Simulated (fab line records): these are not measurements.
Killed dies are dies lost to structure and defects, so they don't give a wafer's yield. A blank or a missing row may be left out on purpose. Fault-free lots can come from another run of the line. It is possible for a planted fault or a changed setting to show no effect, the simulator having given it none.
Matching of chambers | flow n5 finfet | N5_BEOL_M13_ETCH_67 on rie diel-02 has 3 sister chambers
The step etches SiARC in CF4, target depth 143 nm, time 238.3 s. 24 wafers are shown with their chamber, then 7 later ones without.

## WAFERS, EACH WITH ITS CHAMBER
wafer  | chamber | showerhead plenum p Torr (Torr) | drypump motor current A (A) | oes product au (a.u.)
L076.3 | 2       | 2.11                            | 6.1                         | 0.79
L076.5 | 2       | 2.11                            | 6.1                         | 0.78
L076.6 | 3       | 2.09                            | 5.3                         | 0.70
L075.1 | 3       | 2.09                            | 5.3                         | 0.69
L075.2 | 2       | 2.11                            | 6.1                         | 0.78
L075.5 | 2       | 2.11                            | 6.1                         | 0.78
L074.2 | 3       | 2.09                            | 5.2                         | 0.69
L074.4 | 2       | 2.11                            | 6.1                         | 0.78
L074.5 | 0       | 2.22                            | 6.3                         | 0.58
L080.3 | 2       | 2.10                            | 6.1                         | 0.77
L080.4 | 3       | 2.08                            | 5.2                         | 0.68
L080.6 | 2       | 2.10                            | 6.2                         | 0.76
L082.1 | 3       | 2.08                            | 5.3                         | 0.69
L082.2 | 0       | 2.21                            | 6.2                         | 0.56
L082.3 | 2       | 2.10                            | 6.1                         | 0.76
L085.1 | 2       | 2.10                            | 6.1                         | 0.75
L085.4 | 3       | 2.08                            | 5.3                         | 0.68
L085.5 | 2       | 2.10                            | 6.1                         | 0.75
L086.1 | 2       | 2.10                            | 6.1                         | 0.73
L086.2 | 3       | 2.08                            | 5.3                         | 0.67
L086.6 | 3       | 2.08                            | 5.2                         | 0.67
L090.1 | 0       | 2.21                            | 6.3                         | 0.79
L090.3 | 3       | 2.08                            | 5.2                         | 0.67
L090.5 | 3       | 2.08                            | 5.2                         | 0.68

SIGNATURES (averages over the wafers above)
reading                  | chamber 0 | chamber 2 | chamber 3 | scatter within a chamber
showerhead plenum p Torr | 2.2133    | 2.1045    | 2.0830    | 0.00511
drypump motor current A  | 6.267     | 6.109     | 5.250     | 0.0441
oes product au           | 0.6433    | 0.7664    | 0.6820    | 0.0418
Rule: for each reading, subtract the chamber's mean from the wafer's reading, divide by that reading's scatter and square the result; add these up over the readings and take the root, which gives the wafer's distance from the chamber. If the next closest chamber is less than 2 further off than the closest, the wafer can't be placed; otherwise it belongs to the closest. The scatter: the root of (the sum of the squares of (reading less its chamber's mean) over the shown wafers, divided by (wafers less chambers)).

## WAFERS MISSING THEIR CHAMBER
wafer  | showerhead plenum p Torr (Torr) | drypump motor current A (A) | oes product au (a.u.)
L091.2 | 2.10                            | 6.1                         | 0.73
L092.4 | 2.21                            | 6.3                         | 0.78
L092.6 | 2.08                            | 5.3                         | 0.67
L094.1 | 2.09                            | 6.1                         | 0.72
L094.2 | 2.08                            | 5.3                         | 0.67
L094.4 | 2.21                            | 6.3                         | 0.77
L094.6 | 2.21                            | 6.3                         | 0.77

## WHICH CHAMBER EACH WENT THROUGH
wafer  | from the rows above | in truth
L091.2 | 2                   | 2
L092.4 | 0                   | 0
L092.6 | 3                   | 3
L094.1 | 2                   | 2
L094.2 | 3                   | 3
L094.4 | 0                   | 0
L094.6 | 0                   | 0
7 of 7 placed correctly. Number that these rows cannot place: 0. Number placed wrongly: 0.
